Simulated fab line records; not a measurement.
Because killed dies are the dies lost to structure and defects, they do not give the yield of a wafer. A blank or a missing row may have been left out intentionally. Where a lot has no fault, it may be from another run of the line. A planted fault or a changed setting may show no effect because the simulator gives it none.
Lot-split experiment / flow n5 finfet / route with 1938 steps; 7 lots, 39 wafers read

## THE SPLIT ITSELF
At N5_WELL_APT_EPI_41 (deposits Si from SiH4/H2, target thk 50 nm, time 297.7 s), the setting time s was moved away from the recipe's 297.7 s on 18 of the 39 wafers read, by -6.4% to +7.8%. This setting was run at the recipe's value on the other wafers.

Reading taken at the split's own step.

## THE READING
Si_of_WELL_APT_EPI_41.thk nm (the simulator's own value, which no gauge read), in nm, at N5_WELL_APT_EPI_41 (deposits Si from SiH4/H2, target thk 50 nm, time 297.7 s). The file gives no usual value for it. Here, 21 wafers ran the recipe; their average is 49.62 nm with a standard deviation of 0.71 nm.

wafer=L075.1; tool, chamber at the split=epi rpcvd-01, 0; time s as run, s=284.1; against the recipe=-4.6%; Si_of_WELL_APT_EPI_41.thk nm, nm=46.71; against lot-mates on the recipe=-2.14
wafer=L075.2; tool, chamber at the split=epi rpcvd-01, 0; time s as run, s=297.7; against the recipe=recipe; Si_of_WELL_APT_EPI_41.thk nm, nm=48.43; against lot-mates on the recipe=-
wafer=L075.3; tool, chamber at the split=epi rpcvd-01, 0; time s as run, s=297.7; against the recipe=recipe; Si_of_WELL_APT_EPI_41.thk nm, nm=48.81; against lot-mates on the recipe=-
wafer=L075.4; tool, chamber at the split=epi rpcvd-01, 0; time s as run, s=284.1; against the recipe=-4.6%; Si_of_WELL_APT_EPI_41.thk nm, nm=46.75; against lot-mates on the recipe=-2.10
wafer=L075.5; tool, chamber at the split=epi rpcvd-01, 0; time s as run, s=297.7; against the recipe=recipe; Si_of_WELL_APT_EPI_41.thk nm, nm=49.31; against lot-mates on the recipe=-
wafer=L075.6; tool, chamber at the split=epi rpcvd-01, 0; time s as run, s=284.1; against the recipe=-4.6%; Si_of_WELL_APT_EPI_41.thk nm, nm=46.78; against lot-mates on the recipe=-2.07
wafer=L084.1; tool, chamber at the split=epi rpcvd-01, 0; time s as run, s=297.7; against the recipe=recipe; Si_of_WELL_APT_EPI_41.thk nm, nm=50.43; against lot-mates on the recipe=-
wafer=L084.2; tool, chamber at the split=epi rpcvd-01, 0; time s as run, s=320.7; against the recipe=+7.7%; Si_of_WELL_APT_EPI_41.thk nm, nm=54.72; against lot-mates on the recipe=+3.90
wafer=L084.3; tool, chamber at the split=epi rpcvd-01, 0; time s as run, s=320.7; against the recipe=+7.7%; Si_of_WELL_APT_EPI_41.thk nm, nm=54.86; against lot-mates on the recipe=+4.04
wafer=L084.4; tool, chamber at the split=epi rpcvd-01, 0; time s as run, s=297.7; against the recipe=recipe; Si_of_WELL_APT_EPI_41.thk nm, nm=51.07; against lot-mates on the recipe=-
wafer=L084.5; tool, chamber at the split=epi rpcvd-01, 0; time s as run, s=297.7; against the recipe=recipe; Si_of_WELL_APT_EPI_41.thk nm, nm=50.96; against lot-mates on the recipe=-
wafer=L084.6; tool, chamber at the split=epi rpcvd-01, 0; time s as run, s=320.7; against the recipe=+7.7%; Si_of_WELL_APT_EPI_41.thk nm, nm=54.2; against lot-mates on the recipe=+3.38
wafer=L085.1; tool, chamber at the split=epi rpcvd-02, 0; time s as run, s=278.6; against the recipe=-6.4%; Si_of_WELL_APT_EPI_41.thk nm, nm=46.99; against lot-mates on the recipe=-3.27
wafer=L085.2; tool, chamber at the split=epi rpcvd-02, 0; time s as run, s=278.6; against the recipe=-6.4%; Si_of_WELL_APT_EPI_41.thk nm, nm=47.14; against lot-mates on the recipe=-3.12
wafer=L085.3; tool, chamber at the split=epi rpcvd-02, 0; time s as run, s=297.7; against the recipe=recipe; Si_of_WELL_APT_EPI_41.thk nm, nm=50.09; against lot-mates on the recipe=-
wafer=L085.4; tool, chamber at the split=epi rpcvd-02, 0; time s as run, s=297.7; against the recipe=recipe; Si_of_WELL_APT_EPI_41.thk nm, nm=50.32; against lot-mates on the recipe=-
wafer=L085.5; tool, chamber at the split=epi rpcvd-02, 0; time s as run, s=297.7; against the recipe=recipe; Si_of_WELL_APT_EPI_41.thk nm, nm=50.37; against lot-mates on the recipe=-
wafer=L085.6; tool, chamber at the split=epi rpcvd-02, 0; time s as run, s=278.6; against the recipe=-6.4%; Si_of_WELL_APT_EPI_41.thk nm, nm=47.43; against lot-mates on the recipe=-2.83
wafer=L091.1; tool, chamber at the split=epi rpcvd-01, 0; time s as run, s=297.7; against the recipe=recipe; Si_of_WELL_APT_EPI_41.thk nm, nm=49.19; against lot-mates on the recipe=-
wafer=L091.2; tool, chamber at the split=epi rpcvd-01, 0; time s as run, s=297.7; against the recipe=recipe; Si_of_WELL_APT_EPI_41.thk nm, nm=48.65; against lot-mates on the recipe=-
wafer=L091.3; tool, chamber at the split=epi rpcvd-01, 0; time s as run, s=286.5; against the recipe=-3.8%; Si_of_WELL_APT_EPI_41.thk nm, nm=47.19; against lot-mates on the recipe=-1.87
wafer=L091.4; tool, chamber at the split=epi rpcvd-01, 0; time s as run, s=297.7; against the recipe=recipe; Si_of_WELL_APT_EPI_41.thk nm, nm=49.33; against lot-mates on the recipe=-
wafer=L091.5; tool, chamber at the split=epi rpcvd-01, 0; time s as run, s=286.5; against the recipe=-3.8%; Si_of_WELL_APT_EPI_41.thk nm, nm=47.56; against lot-mates on the recipe=-1.50
wafer=L091.6; tool, chamber at the split=epi rpcvd-01, 0; time s as run, s=286.5; against the recipe=-3.8%; Si_of_WELL_APT_EPI_41.thk nm, nm=47.6; against lot-mates on the recipe=-1.46
wafer=L092.1; tool, chamber at the split=epi rpcvd-01, 0; time s as run, s=297.7; against the recipe=recipe; Si_of_WELL_APT_EPI_41.thk nm, nm=49.55; against lot-mates on the recipe=-
wafer=L092.2; tool, chamber at the split=epi rpcvd-01, 0; time s as run, s=297.7; against the recipe=recipe; Si_of_WELL_APT_EPI_41.thk nm, nm=49.17; against lot-mates on the recipe=-
wafer=L092.3; tool, chamber at the split=epi rpcvd-01, 0; time s as run, s=310.3; against the recipe=+4.2%; Si_of_WELL_APT_EPI_41.thk nm, nm=51.2; against lot-mates on the recipe=+1.86
wafer=L092.4; tool, chamber at the split=epi rpcvd-01, 0; time s as run, s=310.3; against the recipe=+4.2%; Si_of_WELL_APT_EPI_41.thk nm, nm=51.49; against lot-mates on the recipe=+2.15
wafer=L092.5; tool, chamber at the split=epi rpcvd-01, 0; time s as run, s=310.3; against the recipe=+4.2%; Si_of_WELL_APT_EPI_41.thk nm, nm=51.37; against lot-mates on the recipe=+2.03
wafer=L092.6; tool, chamber at the split=epi rpcvd-01, 0; time s as run, s=297.7; against the recipe=recipe; Si_of_WELL_APT_EPI_41.thk nm, nm=49.31; against lot-mates on the recipe=-
wafer=L095.1; tool, chamber at the split=epi rpcvd-02, 0; time s as run, s=297.7; against the recipe=recipe; Si_of_WELL_APT_EPI_41.thk nm, nm=49.18; against lot-mates on the recipe=-
wafer=L095.2; tool, chamber at the split=epi rpcvd-02, 0; time s as run, s=297.7; against the recipe=recipe; Si_of_WELL_APT_EPI_41.thk nm, nm=49.03; against lot-mates on the recipe=-
wafer=L095.4; tool, chamber at the split=epi rpcvd-02, 0; time s as run, s=297.7; against the recipe=recipe; Si_of_WELL_APT_EPI_41.thk nm, nm=49.26; against lot-mates on the recipe=-
wafer=L097.1; tool, chamber at the split=epi rpcvd-02, 0; time s as run, s=297.7; against the recipe=recipe; Si_of_WELL_APT_EPI_41.thk nm, nm=50.12; against lot-mates on the recipe=-
wafer=L097.2; tool, chamber at the split=epi rpcvd-02, 0; time s as run, s=297.7; against the recipe=recipe; Si_of_WELL_APT_EPI_41.thk nm, nm=49.46; against lot-mates on the recipe=-
wafer=L097.3; tool, chamber at the split=epi rpcvd-02, 0; time s as run, s=297.7; against the recipe=recipe; Si_of_WELL_APT_EPI_41.thk nm, nm=50.01; against lot-mates on the recipe=-
wafer=L097.4; tool, chamber at the split=epi rpcvd-02, 0; time s as run, s=321; against the recipe=+7.8%; Si_of_WELL_APT_EPI_41.thk nm, nm=53.19; against lot-mates on the recipe=+3.33
wafer=L097.5; tool, chamber at the split=epi rpcvd-02, 0; time s as run, s=321; against the recipe=+7.8%; Si_of_WELL_APT_EPI_41.thk nm, nm=53.82; against lot-mates on the recipe=+3.96
wafer=L097.6; tool, chamber at the split=epi rpcvd-02, 0; time s as run, s=321; against the recipe=+7.8%; Si_of_WELL_APT_EPI_41.thk nm, nm=54.05; against lot-mates on the recipe=+4.19

THE FIT
A straight line over all 39 wafers: Si_of_WELL_APT_EPI_41.thk nm changes by +0.531 nm for each +1% of time s; r = +0.95; the points scatter about the line by 0.7 nm.
The same after taking each lot's own level away (the mean of its wafers on the recipe; 39 wafers): +0.478 nm for each +1%; r = +0.99; scatter 0.25 nm.
On that fit, the largest move of time s shifts the reading by 3.7 nm.
Measured against the standard deviation above, the lots' own levels, which go from 48.850 to 50.820 nm, span 2.8 times it.
Hence the slope depends on the lot-to-lot level, as the two fits are not the same.
Check: with one of the wafers moved furthest among these (+7.8%) left out of the fit, the line predicts +3.83 nm for it against its lot-mates. Against them it came out at +3.33 nm.

## FILE'S OWN FIT
Si_of_WELL_APT_EPI_41.thk nm changes by +0.478 nm for each +1% of time s, r = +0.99.
